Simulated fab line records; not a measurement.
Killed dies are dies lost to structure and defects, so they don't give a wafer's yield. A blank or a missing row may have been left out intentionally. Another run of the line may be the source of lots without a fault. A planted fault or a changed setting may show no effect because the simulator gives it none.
Which tool was responsible? | flow n5-finfet | 35 wafers from 12 lots sampled at 4 of the route's 1938 steps

## WHAT EACH GAUGE READ, for each wafer
N5_SD_EPI_P_CD_MEAS_09: the cd target is 240 nm. Usual: cd-nm at 240.2 nm, with a standard deviation of 0.68.
lot  | measured    | on        | cd-nm (nm)        | flag
L599 | day 3 04:54 | cd-sem-03 | 241.1 241.5 239.9 |
L601 | day 3 18:26 | cd-sem-02 | 239.8 240.5 239.1 |
L602 | day 4 02:22 | cd-sem-02 | 240.8 240.1 239.7 |
L609 | day 5 22:05 | cd-sem-01 | 239.8 240.9       |
L610 | day 6 01:23 | cd-sem-02 | 240.0 240.0 241.3 |
L611 | day 6 08:46 | cd-sem-02 | 240.5 241.4 241.6 |
L612 | day 6 15:55 | cd-sem-03 | 240.1 240.0 238.9 |
L613 | day 6 19:01 | cd-sem-02 | 240.4 240.5 240.9 |
L614 | day 7 00:23 | cd-sem-02 | 240.2 239.2 239.9 |
L616 | day 7 12:28 | cd-sem-03 | 239.4 239.9 239.8 |
L617 | day 7 19:13 | cd-sem-02 | 240.6 239.8 240.3 |
L622 | day 9 00:01 | cd-sem-01 | 240.1 241.6 240.0 |

## WHAT TOOL EACH LOT RAN ON (gives the tool, then ch and the chambers of the sampled wafers, and finally the start)
lot  | N5_DUMMY_GATE_ETCH_37             | N5_DUMMY_GATE_ETCH_32           | N5_SD_EPI_P_COAT_34
L599 | rie-diel-01 ch 0,3, day 2 21:49   | rie-si-06 ch 0,1, day 2 22:22   | litho-track-04 ch 0, day 3 04:32
L601 | rie-diel-01 ch 0,3, day 3 11:41   | rie-si-01 ch 0,1,2, day 3 12:18 | litho-track-04 ch 0, day 3 18:04
L602 | rie-diel-01 ch 0,3, day 3 18:05   | rie-si-01 ch 0,1,2, day 3 18:37 | litho-track-05 ch 0, day 4 01:59
L609 | rie-diel-05 ch 0,3, day 5 15:13   | rie-si-05 ch 0,3, day 5 15:44   | litho-track-05 ch 0, day 5 21:43
L610 | rie-diel-01 ch 1,3, day 5 18:13   | rie-si-06 ch 0,2,3, day 5 18:44 | litho-track-05 ch 0, day 6 01:01
L611 | rie-diel-01 ch 1,2,3, day 6 01:23 | rie-si-05 ch 0,2,3, day 6 02:07 | litho-track-05 ch 0, day 6 08:23
L612 | rie-diel-05 ch 0,2,3, day 6 09:07 | rie-si-06 ch 0,1,2, day 6 09:39 | litho-track-05 ch 0, day 6 15:33
L613 | rie-diel-01 ch 0,1,3, day 6 12:23 | rie-si-05 ch 0,1,2, day 6 13:05 | litho-track-03 ch 0, day 6 18:46
L614 | rie-diel-05 ch 1,2, day 6 17:37   | rie-si-06 ch 0,3, day 6 18:09   | litho-track-05 ch 0, day 7 00:01
L616 | rie-diel-04 ch 0,2,3, day 7 04:55 | rie-si-01 ch 0,1, day 7 05:38   | litho-track-05 ch 0, day 7 12:14
L617 | rie-diel-04 ch 0,3, day 7 11:21   | rie-si-01 ch 0,1,3, day 7 11:53 | litho-track-04 ch 0, day 7 18:50
L622 | rie-diel-04 ch 0,3, day 8 16:29   | rie-si-05 ch 0,1,3, day 8 17:01 | litho-track-03 ch 0, day 8 23:38
- N5_DUMMY_GATE_ETCH_37: etches SOC in N2/H2, target depth 60 nm, overetch 30 nm.
- N5_DUMMY_GATE_ETCH_32: etches SiO2 in CF4, target depth 3.5 nm, time 3.9 s.
- N5_SD_EPI_P_COAT_34: time 60 s, resist thk 350 nm.

## WHAT THE TOOLS THEMSELVES READ (means of the sampled wafers that have a number; where no wafer has one, the mark that the record gives instead)
N5_DUMMY_GATE_ETCH_37. Usual: drypump-motor-current-A 5.7 A, standard deviation 0.36; oes-product-au 0.63 a.u., standard deviation 0.075; rf-vpp-V 525.2 V, standard deviation 2.1; showerhead-plenum-p-Torr 2.58 Torr, standard deviation 0.075; throttle-valve-pct 17.68 %, standard deviation 0.21.
lot  | tool        | drypump-motor-current-A (A) | oes-product-au (a.u.) | rf-vpp-V (V) | showerhead-plenum-p-Torr (Torr) | throttle-valve-pct (%) | flag
L599 | rie-diel-01 | 5.8                         | 0.57                  | 522.4        | 2.51                            | 17.72                  |
L601 | rie-diel-01 | 6.0                         | 0.56                  | 523.4        | 2.51                            | 17.78                  |
L602 | rie-diel-01 | 6.0                         | 0.56                  | 522.5        | 2.51                            | 17.79                  |
L609 | rie-diel-05 | 5.4                         | 0.56                  | 527.8        | 2.61                            | 17.56                  |
L610 | rie-diel-01 | 5.9                         | 0.65                  | 526.0        | 2.64                            | 17.86                  |
L611 | rie-diel-01 | 5.9                         | 0.65                  | 524.9        | 2.57                            | 17.84                  |
L612 | rie-diel-05 | 5.5                         | 0.63                  | 526.1        | 2.60                            | 17.51                  |
L613 | rie-diel-01 | 5.9                         | 0.60                  | 524.2        | 2.57                            | 17.82                  |
L614 | rie-diel-05 | 5.6                         | 0.72                  | 525.7        | 2.59                            | 17.56                  |
L616 | rie-diel-04 | 5.9                         | 0.59                  | 526.5        | 2.59                            | 17.62                  |
L617 | rie-diel-04 | 5.6                         | 0.61                  | 525.3        | 2.60                            | 17.51                  |
L622 | rie-diel-04 | 5.9                         | 0.62                  | 525.2        | 2.56                            | 17.34                  |

N5_DUMMY_GATE_ETCH_32. Usual: drypump-motor-current-A 5.72 A, standard deviation 0.28; oes-product-au 1.007 a.u., standard deviation 0.021; throttle-valve-pct 21.73 %, standard deviation 0.28.
lot  | tool      | drypump-motor-current-A (A) | oes-product-au (a.u.) | throttle-valve-pct (%) | flag
L599 | rie-si-06 | 6.04                        | 0.991                 | 21.89                  |
L601 | rie-si-01 | 5.62                        | 1.019                 | 21.58                  |
L602 | rie-si-01 | 5.59                        | 1.014                 | 21.58                  |
L609 | rie-si-05 | 5.35                        | 1.011                 | 21.80                  |
L610 | rie-si-06 | 5.69                        | 1.009                 | 21.63                  |
L611 | rie-si-05 | 5.39                        | 1.009                 | 21.81                  |
L612 | rie-si-06 | 5.93                        | 0.999                 | 21.84                  |
L613 | rie-si-05 | 5.71                        | 1.011                 | 21.66                  |
L614 | rie-si-06 | 5.61                        | 1.007                 | 21.46                  |
L616 | rie-si-01 | 5.46                        | 1.035                 | 21.61                  |
L617 | rie-si-01 | 5.66                        | 1.031                 | 21.68                  |
L622 | rie-si-05 | 5.57                        | 0.996                 | 21.72                  |

N5_SD_EPI_P_COAT_34. Usual: chill-plate-temp-C 22.99 C, standard deviation 0.1; dispense-pressure-kPa 48.2 kPa, standard deviation 2.7; heater-power-total-W 500.5 W, standard deviation 1.7; plate-temp-C 249.98 C, standard deviation 0.16.
lot  | tool           | chill-plate-temp-C (C) | dispense-pressure-kPa (kPa) | heater-power-total-W (W) | plate-temp-C (C) | flag
L599 | litho-track-04 | 22.94                  | 45.1                        | 500.4                    | 249.85           |
L601 | litho-track-04 | 22.97                  | 45.1                        | 500.6                    | 249.82           |
L602 | litho-track-05 | 22.87                  | 47.8                        | 502.0                    | 249.88           |
L609 | litho-track-05 | 23.09                  | 47.8                        | 498.9                    | 250.20           |
L610 | litho-track-05 | 23.03                  | 47.8                        | 500.6                    | 249.90           |
L611 | litho-track-05 | 22.97                  | 47.8                        | 501.6                    | 250.04           |
L612 | litho-track-05 | 22.96                  | 47.8                        | 478.7                    | 241.73           | OFF
L613 | litho-track-03 | 23.02                  | 51.9                        | 499.3                    | 250.02           |
L614 | litho-track-05 | 22.96                  | 47.8                        | 479.5                    | 241.77           | OFF
L616 | litho-track-05 | 23.23                  | 47.8                        | 479.5                    | 241.54           | OFF
L617 | litho-track-04 | 22.86                  | 45.0                        | 499.2                    | 250.06           |
L622 | litho-track-03 | 23.08                  | 52.0                        | 501.3                    | 249.97           |

## THE ANSWER, worked out from the rows above alone
Rule: a lot is off if the mean of its wafers that have a number lies more than 3 standard deviations from the usual mean. A lot without any number at a reading at which 4 lots or more have one is off too. Where the step has rows for the other lots, those lots are counted as sound. First the gauges in route order, then the tools' own readings, where a lot's mean is used as printed above. The first step at which some lot is off is used, and at that step the reading that is off furthest; a lot without a number counts as furthest.
Off: L612, L614, L616, at N5_SD_EPI_P_COAT_34 (plate-temp-C).
If a tool, at that step or one of the process steps before it, ran each lot that is off and ran no sound lot following the first of them, it fits. One candidate fits, namely litho-track-05 at N5_SD_EPI_P_COAT_34. A fault onset in the window from L611 (day 6 08:23, its last sound lot) to L612 (day 6 15:33, its first lot off) fits.
The tool's own readings at N5_SD_EPI_P_COAT_34 bear it out: on the lots that are off they differ by more than 5 times the standard deviation of the sound lots' means. heater-power-total-W reads 479.2 W there against 500.4 W on the sound lots; plate-temp-C reads 241.68 C there against 249.97 C on the sound lots.

## WHAT THE SIMULATOR HAD PUT IN
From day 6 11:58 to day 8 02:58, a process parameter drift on litho-track-05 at N5_SD_EPI_P_COAT_34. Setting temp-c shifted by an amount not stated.
Shown lots that were struck: L612, L614, L616. The same result came from the rule above.
